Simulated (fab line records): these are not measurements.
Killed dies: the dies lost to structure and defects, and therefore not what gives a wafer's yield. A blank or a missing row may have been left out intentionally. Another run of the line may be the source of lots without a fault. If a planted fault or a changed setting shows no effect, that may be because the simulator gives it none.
Which tool did it?    flow n5 finfet    6 lots with 18 wafers sampled at 3 steps, on a route of 1938 steps

## WHAT EACH GAUGE READ, for each wafer
N5_BEOL_M5_INSPECT_58: inspects for defects (darkfield).
lot   measured      on                 raw defect count
L895  day 8 21:32   defect inspect-02  78 76 72
L896  day 9 03:12   defect inspect-01  67 96 39
L901  day 10 21:32  defect inspect-02  47 44 30
L909  day 12 13:30  defect inspect-02  94 65 68
L911  day 12 18:31  defect inspect-01  53 73 71
L915  day 14 18:34  defect inspect-01  50 67 55

## EACH LOT AND THE TOOL THAT RAN IT (in order: tool; ch and the chambers of the sampled wafers; start)
lot   N5_BEOL_M5_SPUTTER_83         N5_BEOL_M5_CO_CAP_78
L895  pvd sputter-01, day 8 18:16   cvd co-02 ch 0,1,2, day 8 21:20
L896  pvd sputter-01, day 8 23:56   cvd co-02 ch 1,2, day 9 02:59
L901  pvd sputter-02, day 10 18:00  cvd co-02 ch 0,1,2, day 10 21:20
L909  pvd sputter-03, day 12 10:14  cvd co-01 ch 0,1, day 12 13:17
L911  pvd sputter-03, day 12 15:08  cvd co-02 ch 1,2, day 12 18:19
L915  pvd sputter-01, day 14 09:29  cvd co-01 ch 0,1,2, day 14 18:19
- N5_BEOL_M5_SPUTTER_83: material Cu, target thk 15 nm, time 27.62 s.
- N5_BEOL_M5_CO_CAP_78: material Co, precursor CCTBA/H2, target thk 2 nm, time 102.1 s.

## THE ANSWER, worked out from the rows above alone
Rule: what is usual is taken from the lots themselves. The widest of any qualifying gaps counts: lots, ordered by their means at a reading, are off when they make up no more than a third of the lots, leave a main group of 4 or more, and stand apart from it by 3 or more times the standard deviation of that group's means. If all means in a main group match to the digits the tables above print for the reading, that group is not used. Also off: a lot with no number at a reading for which 4 or more lots have one. Where the step has rows for the other lots, those lots are counted as sound.
Nothing can be told from this: no lot is off at any reading shown.

## WHAT HAD BEEN PUT IN BY THE SIMULATOR
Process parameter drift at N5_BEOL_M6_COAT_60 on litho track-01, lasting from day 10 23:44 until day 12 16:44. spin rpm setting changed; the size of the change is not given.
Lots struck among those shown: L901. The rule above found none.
